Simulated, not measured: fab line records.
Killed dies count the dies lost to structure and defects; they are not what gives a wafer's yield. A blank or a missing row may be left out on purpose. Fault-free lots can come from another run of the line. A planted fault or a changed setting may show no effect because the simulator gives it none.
fab line records -- flow nand_harc
[record] lots = 6, wafers = 18, last_day = 33
route steps=1302 shown P_M1@297
lots that met no fault: taken from a fault-free run of the same line
start_h: start of the lot's first displayed wafer, in hours after the record's first day -- wait_h: hours elapsed since this lot's preceding step -- " repeats the value in the row above -- L1.1+2: several wafers, shown together as one row -- - no value, or no start given -- * or withheld: withheld -- < > ~ a bound
route shown NAME@n: a module of which the file shows steps, and the number in the route of the first -- usual: the fault-free wafers' mean and standard deviation -- same: alike in all rows -- chamber/n: place in a boat -- sites: each site's reading -- _std_site: how widely they spread, as a standard deviation -- _edge_site: the outer-site mean with the inner-site mean subtracted -- radius_mm: how far each site lies from the wafer's centre -- mask NAME#n: copy n -- behind: the last tool/chamber to shape the wafer -- hold: what put the lot on hold/how long, in hours/how the hold closed -- device: which transistor (n, p or np) failed to switch -- end of line: the tests these same wafers got at the end of their route -- step lacking rows: just its recipe -- killed: dies lost to structure and defects at the first sort, not the wafer's yield -- map: a wafer's dies, x killed, . not, _ none there
set.NAME: the setting that was run; set.NAME@STEP: the one run at that earlier step -- model.NAME: the simulator's own value behind a step, which no gauge read
lots seen at some steps along the route; tables by step, rows by wafer
services: when a tool's chamber went out of use (start_h, in hours from the record's first day, below 0 if earlier), for how many hours, and the reason
[[steps]]
[step NHARC_P_M1_INSPECT_11]
[usual] raw_defect_count = 5/3.1
lot.wafer,tool,chamber,start_h,wait_h,raw_defect_count
L179.4,defect_inspect-02,-,147.60,0.0,2
L179.5,defect_inspect-02,-,147.60,0.0,3
L179.6,defect_inspect-02,-,147.60,0.0,6
L181.1,defect_inspect-01,-,168.61,0.0,3
L181.3,defect_inspect-01,-,168.61,0.0,2
L181.5,defect_inspect-01,-,168.61,0.0,1
L188.1,defect_inspect-01,-,231.89,0.0,5
L188.2,defect_inspect-01,-,231.89,0.0,2
L188.6,defect_inspect-01,-,231.89,0.0,5
L189.2,defect_inspect-02,-,255.24,0.0,1
L189.4,defect_inspect-02,-,255.24,0.0,4
L189.5,defect_inspect-02,-,255.24,0.0,4
L197.2,defect_inspect-02,-,325.17,0.0,5
L197.5,defect_inspect-02,-,325.17,0.0,4
L197.6,defect_inspect-02,-,325.17,0.0,1
L199.3,defect_inspect-02,-,346.30,0.0,3
L199.4,defect_inspect-02,-,346.30,0.0,2
L199.6,defect_inspect-02,-,346.30,0.0,3
[step NHARC_P_M1_DESCUM_14]
[recipe] time_s = 3, o2_flow_sccm = 200, ar_flow_sccm = 0, bias_power_w = 0, chemistry = O2
[usual] chamber_pressure_mTorr = 60.00/0.056, drypump_motor_current_A = 5.6/0.49, oes_product_au = 1.002/0.013, rf_vpp_V = 57.8/0.84, showerhead_plenum_p_Torr = 1.94/0.082, throttle_valve_pct = 11.312/0.0096
lot.wafer,tool,chamber,start_h,wait_h,chamber_pressure_mTorr,drypump_motor_current_A,oes_product_au,rf_hours_counter_h,rf_vpp_V,showerhead_plenum_p_Torr,throttle_valve_pct
L179.4,rie_diel-03,3,147.68,0.1,59.99,5.5,1.000,3,58.1,1.99,11.301
L179.5,rie_diel-03,0,147.68,0.1,60.00,6.0,0.999,-,56.3,2.00,11.323
L179.6,rie_diel-03,1,147.68,0.1,60.07,5.0,1.019,-,57.9,1.87,11.322
L181.1,rie_diel-06,2,168.67,0.1,59.89,6.7,0.992,2,58.1,1.83,11.306
L181.3,rie_diel-06,0,168.67,0.1,59.98,5.9,1.004,3,57.9,1.95,11.293
L181.5,rie_diel-06,1,168.67,0.1,60.00,5.7,1.004,-,56.8,2.00,11.317
L188.2,rie_diel-03,3,231.95,0.1,59.98,5.4,1.009,9,58.1,1.99,11.307
L188.1,rie_diel-03,1,231.95,0.1,59.97,5.0,1.019,10,57.8,1.87,11.322
L188.6,rie_diel-03,0,231.95,0.1,60.04,6.0,0.998,-,58.1,2.00,11.313
L189.2,rie_diel-03,1,255.30,0.1,59.98,5.0,1.016,11,58.8,1.87,11.306
L189.4,rie_diel-03,0,255.30,0.1,59.90,5.9,0.996,10,57.1,2.00,11.327
L189.5,rie_diel-03,1,255.30,0.1,59.93,5.0,1.010,-,56.7,1.87,11.338
L197.2,rie_diel-06,3,325.25,0.1,59.93,5.9,0.990,0,57.2,1.89,11.298
L197.5,rie_diel-06,1,325.25,0.1,60.01,5.6,0.976,-,58.0,2.00,11.319
L197.6,rie_diel-06,2,325.25,0.1,59.89,6.7,0.984,-,58.5,1.82,11.315
L199.3,rie_diel-03,3,346.36,0.1,60.00,5.4,0.985,3,57.7,1.98,11.318
L199.4,rie_diel-03,3,346.36,0.1,60.00,5.4,0.989,-,58.6,1.98,11.301
L199.6,rie_diel-03,2,346.36,0.1,60.09,5.2,1.019,-,59.1,2.03,11.308
[step NHARC_P_M1_ETCH_35]
[recipe] target_depth_a = 400, overetch_a = 120, time_s = 43.94, ion_energy_ev = 200, n2_flow_sccm = 150, h2_flow_sccm = 150, ar_flow_sccm = 0, rf_w = 400, bias_w = 150, chemistry = N2/H2
[step NHARC_P_M1_ETCH_15]
[recipe] target_depth_a = 1825, time_s = 91.2, c4f8_flow_sccm = withheld, ar_flow_sccm = 400, rf_w = 600, bias_w = 300, chemistry = C4F8/Ar
[step NHARC_P_M1_CD_MEAS_16]
[usual] cd_nm = 129.9/1.2
lot.wafer,tool,chamber,start_h,wait_h,cd_nm
L179.4,cd_sem-03,-,148.20,-,130.1
L179.5,cd_sem-03,-,148.20,-,131.0
L179.6,cd_sem-03,-,148.20,-,129.4
L181.1,cd_sem-01,-,169.02,-,129.9
L181.3,cd_sem-01,-,169.02,-,130.4
L181.5,cd_sem-01,-,169.02,-,130.0
L188.1,cd_sem-01,-,232.26,-,129.1
L188.2,cd_sem-01,-,232.26,-,131.1
L188.6,cd_sem-01,-,232.26,-,128.6
L189.2,cd_sem-03,-,255.61,-,129.0
L189.4,cd_sem-03,-,255.61,-,129.6
L189.5,cd_sem-03,-,255.61,-,130.6
L197.2,cd_sem-01,-,325.54,-,129.8
L197.5,cd_sem-01,-,325.54,-,130.9
L197.6,cd_sem-01,-,325.54,-,129.3
L199.3,cd_sem-03,-,346.72,-,127.8
L199.4,cd_sem-03,-,346.72,-,129.7
L199.6,cd_sem-03,-,346.72,-,127.6
[step NHARC_P_M1_STRIP_18]
[recipe] power_w = 1000, n2_flow_sccm = 150, h2_flow_sccm = 150, ar_flow_sccm = 0, bias_w = 0, chemistry = N2/H2
[step NHARC_P_M1_ETCH_28]
[recipe] target_depth_a = 300, over_etch_frac = 0.3, time_s = 72.99, ion_energy_ev = 150, cf4_flow_sccm = 50, n2_flow_sccm = 100, ar_flow_sccm = 150, rf_w = 300, bias_w = 100, chemistry = CF4/N2
[step NHARC_P_M1_STRIP_19]
[recipe] time_s = 600, temp_c = 30, chemistry = post_etch_residue_remover
[step NHARC_P_M1_DEGAS_29]
[recipe] temp_c = 250, time_s = 60
[usual] heater_power_w = 346/33
lot.wafer,tool,chamber,start_h,wait_h,heater_power_w
L179.4,pvd_sputter-03,-,148.92,-,384
L179.5,pvd_sputter-03,-,148.92,-,392
L179.6,pvd_sputter-03,-,148.92,-,385
L181.1,pvd_sputter-02,-,169.81,-,334
L181.3,pvd_sputter-02,-,169.81,-,319
L181.5,pvd_sputter-02,-,169.81,-,394
L188.2,pvd_sputter-03,-,232.98,-,329
L188.1,pvd_sputter-03,-,232.98,-,376
L188.6,pvd_sputter-03,-,232.98,-,367
L189.4,pvd_sputter-01,-,256.32,-,352
L189.2,pvd_sputter-01,-,256.32,-,336
L189.5,pvd_sputter-01,-,256.32,-,342
L197.2,pvd_sputter-01,-,326.27,-,340
L197.6,pvd_sputter-01,-,326.27,-,382
L197.5,pvd_sputter-01,-,326.27,-,290
L199.3,pvd_sputter-03,-,347.44,-,371
L199.4,pvd_sputter-03,-,347.44,-,311
L199.6,pvd_sputter-03,-,347.44,-,375
[step NHARC_P_M1_PRE_CLEAN_30]
[recipe] time_s = 30, temp_c = 280, gas = H2/He
[usual] heater_power_w = 424/39
lot.wafer,tool,chamber,start_h,wait_h,heater_power_w
L179.4,pvd_sputter-03,-,-,-,470
L179.5,pvd_sputter-03,-,-,-,473
L179.6,pvd_sputter-03,-,-,-,482
L181.3,pvd_sputter-02,-,-,-,416
L181.1,pvd_sputter-02,-,-,-,406
L181.5,pvd_sputter-02,-,-,-,424
L188.2,pvd_sputter-03,-,-,-,443
L188.1,pvd_sputter-03,-,-,-,416
L188.6,pvd_sputter-03,-,-,-,370
L189.4,pvd_sputter-01,-,-,-,418
L189.2,pvd_sputter-01,-,-,-,361
L189.5,pvd_sputter-01,-,-,-,428
L197.2,pvd_sputter-01,-,-,-,437
L197.6,pvd_sputter-01,-,-,-,468
L197.5,pvd_sputter-01,-,-,-,347
L199.4,pvd_sputter-03,-,-,-,378
L199.3,pvd_sputter-03,-,-,-,456
L199.6,pvd_sputter-03,-,-,-,377
[step NHARC_P_M1_PVD_20]
[recipe] target_thk_a = 50, bias_v = 168.6, power_w = 15000, chamber_pressure_pa = 0.12, time_s = 8.06, substrate_temp_c = 50, material = TaN
[usual] cathode_dc_power_W = 15000/2.9, throttle_valve_pct = 30.3/0.91
lot.wafer,tool,chamber,start_h,wait_h,cathode_dc_power_W,throttle_valve_pct
L179.4,pvd_sputter-03,-,-,-,15002,29.1
L179.5,pvd_sputter-03,-,-,-,15006,28.9
L179.6,pvd_sputter-03,-,-,-,15004,31.1
L181.1,pvd_sputter-02,-,-,-,15000,30.4
L181.3,pvd_sputter-02,-,-,-,15003,30.0
L181.5,pvd_sputter-02,-,-,-,15004,30.5
L188.2,pvd_sputter-03,-,-,-,15001,31.1
L188.1,pvd_sputter-03,-,-,-,14998,30.5
L188.6,pvd_sputter-03,-,-,-,15001,31.2
L189.2,pvd_sputter-01,-,-,-,15001,30.8
L189.4,pvd_sputter-01,-,-,-,15001,31.4
L189.5,pvd_sputter-01,-,-,-,15001,30.8
L197.2,pvd_sputter-01,-,-,-,14996,31.0
L197.6,pvd_sputter-01,-,-,-,15001,29.6
L197.5,pvd_sputter-01,-,-,-,15000,31.2
L199.4,pvd_sputter-03,-,-,-,14997,30.2
L199.3,pvd_sputter-03,-,-,-,14997,31.1
L199.6,pvd_sputter-03,-,-,-,14999,29.8
[step NHARC_P_M1_PVD_21]
[recipe] target_thk_a = 300, chamber_pressure_pa = 5, power_w = 5000, substrate_temp_c = 30, time_s = 20.49, material = Cu
[usual] cathode_dc_power_W = 5000.0/0.83, throttle_valve_pct = 30.4/0.87
lot.wafer,tool,chamber,start_h,wait_h,cathode_dc_power_W,throttle_valve_pct
L179.4,pvd_sputter-03,-,-,-,4999.1,31.0
L179.6,pvd_sputter-03,-,-,-,5001.0,29.2
L179.5,pvd_sputter-03,-,-,-,5000.1,31.1
L181.3,pvd_sputter-02,-,-,-,4997.9,28.2
L181.1,pvd_sputter-02,-,-,-,4999.9,30.3
L181.5,pvd_sputter-02,-,-,-,4999.7,28.9
L188.1,pvd_sputter-03,-,-,-,4999.9,31.3
L188.2,pvd_sputter-03,-,-,-,5000.4,29.9
L188.6,pvd_sputter-03,-,-,-,4999.6,30.4
L189.2,pvd_sputter-01,-,-,-,5000.3,30.9
L189.4,pvd_sputter-01,-,-,-,5001.5,31.6
L189.5,pvd_sputter-01,-,-,-,4999.4,31.0
L197.2,pvd_sputter-01,-,-,-,4999.5,31.2
L197.5,pvd_sputter-01,-,-,-,4999.0,31.1
L197.6,pvd_sputter-01,-,-,-,4999.9,30.9
L199.3,pvd_sputter-03,-,-,-,5000.0,30.4
L199.4,pvd_sputter-03,-,-,-,5000.3,29.9
L199.6,pvd_sputter-03,-,-,-,5000.6,30.0
[step NHARC_P_M1_ECD_22]
[recipe] target_thk_a = 4000, bath_temp_c = 25, material = Cu
lot.wafer,tool,chamber,start_h,wait_h
L179.4+6+5,ecd_cu-01,"0,1,0",149.42,-
L181.1+3+5,ecd_cu-02,"1,0,1",170.16,-
L188.2+1+6,ecd_cu-02,"1,0,1",233.33,-
L189.2+4+5,ecd_cu-02,"0,0,1",256.72,-
L197.2+5+6,ecd_cu-01,"0,0,1",326.61,-
L199.3+4+6,ecd_cu-01,"1,0,1",347.89,-
[step NHARC_P_M1_ANNEAL_31]
[recipe] temp_c = 225, time_s = 90
[step NHARC_P_M1_CMP_23]
[recipe] t_overpolish_s = 20, target_thk_nm = 157.82
[usual] motor_current_A = 11.4/1, time_to_endpoint_s = 27/3.6
lot.wafer,tool,chamber,start_h,wait_h,motor_current_A,time_to_endpoint_s
L179.4,cmp-03,1,150.02,-,11.1,23
L179.5,cmp-03,0,150.02,-,10.6,21
L179.6,cmp-03,1,150.02,-,11.4,22
L181.1,cmp-04,1,170.89,-,12.6,34
L181.3,cmp-04,3,170.89,-,11.4,23
L181.5,cmp-04,2,170.89,-,10.9,29
L188.1,cmp-04,1,234.09,-,12.6,15
L188.2,cmp-04,2,234.09,-,10.7,26
L188.6,cmp-04,1,234.09,-,13.1,30
L189.4,cmp-03,3,257.40,-,10.8,11
L189.2,cmp-03,2,257.40,-,11.7,13
L189.5,cmp-03,3,257.40,-,11.0,28
L197.2,cmp-03,1,327.38,-,11.8,26
L197.6,cmp-03,3,327.38,-,10.2,28
L197.5,cmp-03,0,327.38,-,11.4,23
L199.3,cmp-04,3,348.54,-,11.2,22
L199.4,cmp-04,1,348.54,-,12.1,34
L199.6,cmp-04,2,348.54,-,11.0,31
[[services]]
tool,chamber,start_h,hours,kind
pvd_sputter-01,-,128.42,5.4,repair
cmp-04,-,129.96,5.6,repair
rie_diel-03,2,133.84,2.6,repair
cmp-03,-,140.12,1.6,repair
ecd_cu-01,-,160.19,8.0,pm
cmp-03,-,161.99,0.5,repair
cmp-03,-,167.02,2.4,repair
pvd_sputter-01,-,168.59,2.0,repair
pvd_sputter-03,-,170.00,10.0,pm
cmp-04,-,173.77,1.5,repair
rie_diel-03,3,191.86,1.6,repair
rie_diel-03,1,194.16,2.6,repair
cmp-04,-,194.49,2.8,repair
pvd_sputter-01,-,226.00,10.0,pm
pvd_sputter-02,-,228.26,4.6,repair
rie_diel-03,-,243.59,0.1,repair
rie_diel-03,-,254.66,0.1,repair
rie_diel-03,3,266.46,11.2,repair
rie_diel-03,-,281.30,9.0,pm
pvd_sputter-02,-,282.00,10.0,pm
rie_diel-03,3,304.22,4.9,repair
rie_diel-03,-,306.85,1.1,repair
rie_diel-03,0,344.85,2.5,repair
pvd_sputter-03,-,348.00,10.0,pm
[[key]]
[first_sign] step = NHARC_P_M1_CMP_23, reading = time_to_endpoint_s, direction = down, sigmas = 4, usual = *, struck = *
effect none on later readings
met_at NHARC_P_M1_ECD_22
struck_wafers L188.1,L189.2,L189.4
later_rows_left_out L188.1,L189.2,L189.4
sort_left_out L188.1,L189.2,L189.4
onset_between 170.16 233.33
[fault] kind = process_parameter_drift, tool = ecd_cu-02, chamber = 0, onset_h = 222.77, steps = NHARC_P_M1_ECD_22, channel = target_thk_a, offset = *, shape = step, end_h = 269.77, acts_in = *, stated = *
// sort_left_out: the simulated sort isn't trusted on such a fault, so these wafers' sort isn't shown, and their yield isn't known
// later_rows_left_out: the simulator's readings of these wafers behind a module that went badly wrong aren't trusted and aren't shown, but for the sort
